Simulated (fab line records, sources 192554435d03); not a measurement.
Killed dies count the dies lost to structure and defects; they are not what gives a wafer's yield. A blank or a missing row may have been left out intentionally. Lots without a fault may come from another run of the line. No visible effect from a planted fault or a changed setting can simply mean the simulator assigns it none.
A single fault, viewed from 2 desks -- flow n5 finfet -- every desk sees just its own numbers, and what lay behind them comes last

DESK OF THE TOOL OWNER: wet bench-03
The tool's own readings at N5_WELL_APT_OXIDE_STRIP_42 (strips SiO2 in dHF, time 45 s, target depth 12 nm): means of the sampled wafers that have a number, for each lot that ran on this tool. The brackets show how far a lot's mean lies from the usual mean; more than 4 standard deviations puts the lot out of limits, marked OUT.
Columns: A = bath heat duty pct at N5_WELL_APT_OXIDE_STRIP_42, usual 6.3 %; B = run length s at N5_WELL_APT_OXIDE_STRIP_42, usual 52.5 s; C = temp c at N5_WELL_APT_OXIDE_STRIP_42, usual 25.00 C
lot,first seen here,A,B,C
L887,day 2 10:08,7.2,56.9,24.94
L890,day 3 04:25,6.5,52.1,24.96
L895,day 4 10:17,7.3,50.9,24.96
L902,day 6 04:12,6.2,51.6,24.95
L905,day 6 22:29,6.0,51.0,25.04
This desk's finding: nothing out of limits on any of the 5 lots.

THE METROLOGY DESK
Lot by lot, what the gauges showed, no matter which tool ran the lot: averages of those sampled wafers that carry a number. The brackets show how far a lot's mean lies from the usual mean; more than 4 standard deviations puts the lot out of limits, marked OUT. Readings shown: 7 of its 11, picked as those furthest out on some lot.
Columns: A = cd nm at N5_WELL_APT_CD_MEAS_25, usual 200.1 nm; B = DIBL_N at N5_BEOL_M4_RC_MEAS_101, usual 36.2 mV/V; C = ION_N at N5_BEOL_M4_RC_MEAS_101, usual 675 uA/um; D = ION_P at N5_BEOL_M4_RC_MEAS_101, usual 460 uA/um; E = SS_N at N5_BEOL_M4_RC_MEAS_101, usual 71.4 mV/dec; F = VT_N at N5_BEOL_M4_RC_MEAS_101, usual 249 mV; G = VT_P at N5_BEOL_M4_RC_MEAS_101, usual -252 mV
lot,first seen here,A,B,C,D,E,F,G
L887,day 2 09:07,198.7,36.6,672,458,71.9,250,-252
L890,day 3 03:26,201.4,35.2,681,466,71.3,247,-250
L892,day 3 14:55,200.3,-,-,-,-,-,-
L893,day 3 21:01,199.4,-,-,-,-,-,-
L894,day 4 03:49,198.2,-,-,-,-,-,-
L895,day 4 09:01,199.5,34.0,665,459,70.6,253,-250
L902,day 6 03:12,198.3,35.6,675,456,71.4,250,-255
L903,day 6 13:44,201.4,35.4,678,466,70.7,248,-251
L905,day 6 21:15,197.8,37.2,689,471,71.4,248,-247
L906,day 7 03:20,198.8,37.3,685,467,71.6,248,-249
This desk's finding: nothing out of limits on any of the 10 lots.

BROUGHT TOGETHER
The desk of the tool owner found nothing out of limits.
From the metrology desk's view, nothing was out of limits.

WHAT WAS PUT IN BY THE SIMULATOR
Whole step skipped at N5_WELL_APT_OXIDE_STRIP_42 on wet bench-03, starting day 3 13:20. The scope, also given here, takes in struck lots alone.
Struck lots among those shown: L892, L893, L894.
